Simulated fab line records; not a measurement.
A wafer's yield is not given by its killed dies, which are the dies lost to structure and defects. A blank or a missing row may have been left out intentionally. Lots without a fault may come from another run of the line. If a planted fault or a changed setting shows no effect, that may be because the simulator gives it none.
Which tool was responsible? -- flow n5_finfet -- 9 lots, 26 wafers sampled, at 4 steps of a route of 1938

## WHAT THE GAUGES SHOWED, per wafer
N5_MOL_CONTACT_COAG_THK_MEAS_53.
lot,measured,on,VIA_MOL_THK (nm)
L925,day 5 07:33,film_metro-02,43.9 43.2 44.2
L928,day 5 23:35,film_metro-01,43.5 43.9 45.1
L929,day 6 04:49,film_metro-02,45.6 44.2 44.8
L931,day 6 16:48,film_metro-02,44.1 44.2 43.9
L935,day 7 18:40,film_metro-02,44.6 38.6 44.5
L939,day 8 16:52,film_metro-02,39.7 44.4
L940,day 8 23:10,film_metro-02,43.3 43.6 44.6
L941,day 9 06:01,film_metro-02,43.3 44.1 44.4
L946,day 10 11:32,film_metro-01,43.9 44.7 45.1

## EACH LOT AND THE TOOL THAT RAN IT (in order: tool; ch and the chambers of the sampled wafers; start)
lot,N5_MOL_CONTACT_COAG_PECVD_31,N5_MOL_CONTACT_COAG_DESCUM_45,N5_MOL_CONTACT_COAG_ETCH_124
L925,"pecvd-04 ch 1,2, day 5 02:37","rie_diel-02 ch 1,2,3, day 5 05:47","rie_diel-05 ch 1,2,3, day 5 06:29"
L928,"pecvd-04 ch 0,2, day 5 20:00","rie_diel-05 ch 1,3, day 5 22:01","rie_diel-02 ch 0,1,3, day 5 22:31"
L929,"pecvd-04 ch 0,1,2, day 6 01:02","rie_diel-02 ch 0,3, day 6 03:04","rie_diel-05 ch 1,2,3, day 6 03:43"
L931,"pecvd-03 ch 1,2, day 6 13:22","rie_diel-04 ch 0,2, day 6 15:13","rie_diel-05 ch 1,2,3, day 6 15:43"
L935,"pecvd-04 ch 1,2, day 7 14:42","rie_diel-04 ch 1,2,3, day 7 17:00","rie_diel-02 ch 0,1,3, day 7 17:32"
L939,"pecvd-04 ch 0,1, day 8 12:25","rie_diel-04 ch 1,2, day 8 14:34","rie_diel-05 ch 0,1, day 8 15:49"
L940,"pecvd-01 ch 0,1, day 8 19:26","rie_diel-02 ch 1,2,3, day 8 21:37","rie_diel-04 ch 1,2,3, day 8 22:06"
L941,"pecvd-01 ch 0,1, day 9 02:22","rie_diel-05 ch 0,1,3, day 9 04:26","rie_diel-04 ch 1,2, day 9 04:56"
L946,"pecvd-01 ch 0,1,2, day 10 06:20","rie_diel-04 ch 0,1,2, day 10 08:17","rie_diel-05 ch 0,3, day 10 10:27"
- N5_MOL_CONTACT_COAG_PECVD_31: deposits SiO2 from TEOS/O2, target thk 46 nm, time 8.9 s.
- N5_MOL_CONTACT_COAG_DESCUM_45: chemistry O2, time 7 s.
- N5_MOL_CONTACT_COAG_ETCH_124: etches SiNx in CH3F/O2, stops on SiOC, target depth 6.5 nm.

## THE ANSWER, worked out from the rows above alone
Rule: usual is defined by the lots themselves. The widest of any qualifying gaps counts: lots, ordered by their means at a reading, are off when they make up no more than a third of the lots, leave a main group of 4 or more, and stand apart from it by 3 or more times the standard deviation of that group's means. The tables above print the reading to a certain number of digits; a main group whose means all agree to those digits is not used. A lot without any number at a reading at which 4 lots or more have one is off too. All remaining lots with rows at the step are treated as sound.
Off: L935, L939, at N5_MOL_CONTACT_COAG_THK_MEAS_53 (VIA_MOL_THK). The main group has a mean of 44.2 nm with a standard deviation of 0.38.
If a tool, at a process step before that reading, ran all the lots that are off and no sound lot after the first of them, it fits. Those tools and the gauges at N5_MOL_CONTACT_COAG_THK_MEAS_53 are tried in the same way. One candidate fits, namely pecvd-04 at N5_MOL_CONTACT_COAG_PECVD_31. Its last sound lot is L929 (day 6 01:02), its first lot that is off L935 (day 7 14:42): a fault that began between those two fits.

## WHAT THE SIMULATOR PUT IN
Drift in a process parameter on pecvd-04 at N5_MOL_CONTACT_COAG_PECVD_31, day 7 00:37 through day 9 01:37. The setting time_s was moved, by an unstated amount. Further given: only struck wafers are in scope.
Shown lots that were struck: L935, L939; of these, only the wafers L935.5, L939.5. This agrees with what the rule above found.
